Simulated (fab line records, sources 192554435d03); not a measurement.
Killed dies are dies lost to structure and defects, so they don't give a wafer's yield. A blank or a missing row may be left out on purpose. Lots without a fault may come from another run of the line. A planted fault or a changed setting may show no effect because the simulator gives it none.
A struck lot beside a sound one | flow n5_finfet | 44 steps out of a route of 1938
Sound: wafers L810.2, L810.3, L810.6. Struck: wafers L819.1, L819.3, L819.6. The cause comes at the end.
At each step with rows: each side's tool, then ch and its chambers, then its first start. Under that, the readings that differ: sound wafers | struck wafers | difference of the means | sigmas: that difference in standard deviations of wafers without a fault.
alike: readings whose means differ by less than 2 such deviations, and words and numbers that are the same on both sides. not compared: withheld readings, readings that some wafer has no value for, bounds like >300 that may hide the same value, and numbers for which the record gives no deviation and whose values overlap.
The two part at a step that has a row with sigmas, a row that says differs or no value, or rows on one side only. Numbers that don't overlap but have no deviation are shown without sigmas and don't part them. A reading that every wafer of one side lacks parts them only if that side has two wafers or more.

first, 7 steps without rows for these wafers: N5_WELL_APT_COAT_02 (resist thk 950 nm); N5_WELL_APT_EBR_04; N5_WELL_APT_SOFTBAKE_03 (time 60 s); N5_WELL_APT_EXPOSE_05 (exposes mask NWELL, defocus 0 nm, target cd 200 nm); N5_WELL_APT_PEB_06 (peb time 90 s); N5_WELL_APT_DEVELOP_07 (develop time 45 s); N5_WELL_APT_HARDBAKE_12 (time 120 s).
N5_WELL_APT_CD_MEAS_08: target cd 200 nm.
  sound on cd_sem-01 ch 0, day 3 01:41; struck on cd_sem-01 ch 0, day 5 07:56
  alike: cd_nm
N5_WELL_APT_OVL_MEAS_09:
  sound on overlay-02 ch 0, day 3 01:43; struck on overlay-01 ch 0, day 5 07:58
  alike: NWELL_OVL
N5_WELL_APT_INSPECT_10: inspects for defects (macro).
  sound on defect_inspect-02, day 3 01:44; struck on defect_inspect-01, day 5 07:59
  alike: raw_defect_count
N5_WELL_APT_DESCUM_13: chemistry O2, time 7.9 s.
  sound on rie_diel-04 ch 0,3, day 3 01:46; struck on rie_diel-04 ch 0,1,2, day 5 08:01
  alike: drypump_motor_current_A, oes_product_au, rf_vpp_V, showerhead_plenum_p_Torr, throttle_valve_pct
  not compared: rf_hours_counter_h
then, 1 step without rows for these wafers: N5_WELL_APT_IMPLANT_14.
N5_WELL_APT_IMPLANT_15:
  sound on implanter-02 ch 0, day 3 02:05; struck on implanter-01 ch 0, day 5 08:18
  reading            | sound                            | struck                           | difference  | sigmas
  dose_ions_cm2      | 1.5011e+13 1.4993e+13 1.5002e+13 | 1.7731e+13 1.7713e+13 1.7718e+13 | +2.7187e+12 | +99 or more
  faraday_current_uA | 189 194 186                      | 218 224 225                      | +33         | +9
  alike: beam_on_s
then, 9 steps without rows for these wafers: N5_WELL_APT_STRIP_16 (strips in SPM, time 900 s); N5_WELL_APT_HMDS_18 (time 60 s); N5_WELL_APT_COAT_19 (resist thk 950 nm); N5_WELL_APT_EBR_21; N5_WELL_APT_SOFTBAKE_20 (time 60 s); N5_WELL_APT_EXPOSE_22 (exposes mask PWELL, defocus 0 nm, target cd 200 nm); N5_WELL_APT_PEB_23 (peb time 90 s); N5_WELL_APT_DEVELOP_24 (develop time 45 s); N5_WELL_APT_HARDBAKE_29 (time 120 s).
N5_WELL_APT_CD_MEAS_25: target cd 200 nm.
  sound on cd_sem-01 ch 0, day 3 02:56; struck on cd_sem-03 ch 0, day 5 09:11
  alike: cd_nm
N5_WELL_APT_OVL_MEAS_26:
  sound on overlay-02 ch 0, day 3 02:58; struck on overlay-01 ch 0, day 5 09:13
  alike: PWELL_OVL
N5_WELL_APT_INSPECT_27: inspects for defects (macro).
  sound on defect_inspect-02, day 3 02:59; struck on defect_inspect-01, day 5 09:14
  alike: raw_defect_count
N5_WELL_APT_DESCUM_30: chemistry O2, time 7.9 s.
  sound on rie_diel-02 ch 0,1, day 3 03:01; struck on rie_diel-02 ch 1,3, day 5 09:18
  alike: drypump_motor_current_A, oes_product_au, rf_vpp_V, showerhead_plenum_p_Torr, throttle_valve_pct
  not compared: rf_hours_counter_h
then, 3 steps without rows for these wafers: N5_WELL_APT_IMPLANT_31; N5_WELL_APT_IMPLANT_32; N5_WELL_APT_STRIP_33 (strips in SPM, time 900 s).
N5_WELL_APT_RTA_34: time 10 s.
  sound on rtp_anneal-02 ch 0, day 3 04:05; struck on rtp_anneal-01 ch 0, day 5 10:25
  alike: lamp_power_pct, wafer_temp_C_max
then, 4 steps without rows for these wafers: N5_WELL_APT_OXIDE_STRIP_42 (strips SiO2 in dHF, time 45 s, target depth 12 nm); N5_WELL_APT_PRECLEAN_36 (cleans in O3/DIW, time 45 s); N5_WELL_APT_PRECLEAN_39 (cleans in dHF, time 60 s); N5_WELL_APT_SRD_37 (time 30 s).
N5_WELL_APT_EPI_41: deposits Si from SiH4/H2, target thk 50 nm, time 297.7 s.
  sound on epi_rpcvd-04 ch 0, day 3 04:28; struck on epi_rpcvd-04 ch 0, day 5 10:40
  alike: throttle_valve_pct
N5_WELL_APT_INSPECT_38: inspects for defects (darkfield).
  sound on defect_inspect-01, day 3 04:59; struck on defect_inspect-01, day 5 11:18
  reading          | sound   | struck   | difference | sigmas
  raw_defect_count | 2 12 14 | 26 19 16 | +11        | +2
N5_PMOS_HMC_CHANNEL_EPI_HM_DEP_34: deposits SiO2 from TEOS/O2, target thk 36 nm, time 6.9 s.
  sound on pecvd-04 ch 1, day 3 05:02; struck on pecvd-02 ch 0,2, day 5 11:20
  alike: heater_power_outer_w, heater_power_w, showerhead_plenum_p_Torr, throttle_valve_pct
then, 5 steps without rows for these wafers: N5_PMOS_HMC_CHANNEL_EPI_COAT_31 (time 60 s, resist thk 66 nm); N5_PMOS_HMC_CHANNEL_EPI_COAT_03 (resist thk 205 nm); N5_PMOS_HMC_CHANNEL_EPI_EBR_05; N5_PMOS_HMC_CHANNEL_EPI_SOFTBAKE_04 (time 60 s); N5_PMOS_HMC_CHANNEL_EPI_EXPOSE_06 (exposes mask PMOS HMC BLK, target cd 240 nm).
-- the record jumps here: 7 days lie between the struck wafers' starts before and after (it left off in module PMOS_HMC_CHANNEL_EPI and takes up again in module BEOL_M4, whose first step shown is number 1111 of the route) --
N5_BEOL_M4_RC_MEAS_101:
  sound on prober-01 ch 0, day 9 10:38; struck on prober-02 ch 0, day 12 11:05
  alike: CJ_P, DIBL_N, DIBL_P, IOFF_N, IOFF_P, ION_N, ION_P, SS_N, SS_P, VT_N, VT_P
then, 1 step without rows for these wafers: N5_PASSIVATION_PROBE_49.

WHERE THEY PART
First at N5_WELL_APT_IMPLANT_15; last, within this record, at N5_WELL_APT_INSPECT_38. Later steps at which nothing parts them and some readings are alike: N5_PMOS_HMC_CHANNEL_EPI_HM_DEP_34, N5_BEOL_M4_RC_MEAS_101.

WHY: what the simulator had put in
Process parameter drift: implanter-01, from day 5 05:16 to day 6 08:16, at N5_WELL_APT_IMPLANT_15. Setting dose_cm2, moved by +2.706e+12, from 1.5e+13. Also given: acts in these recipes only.
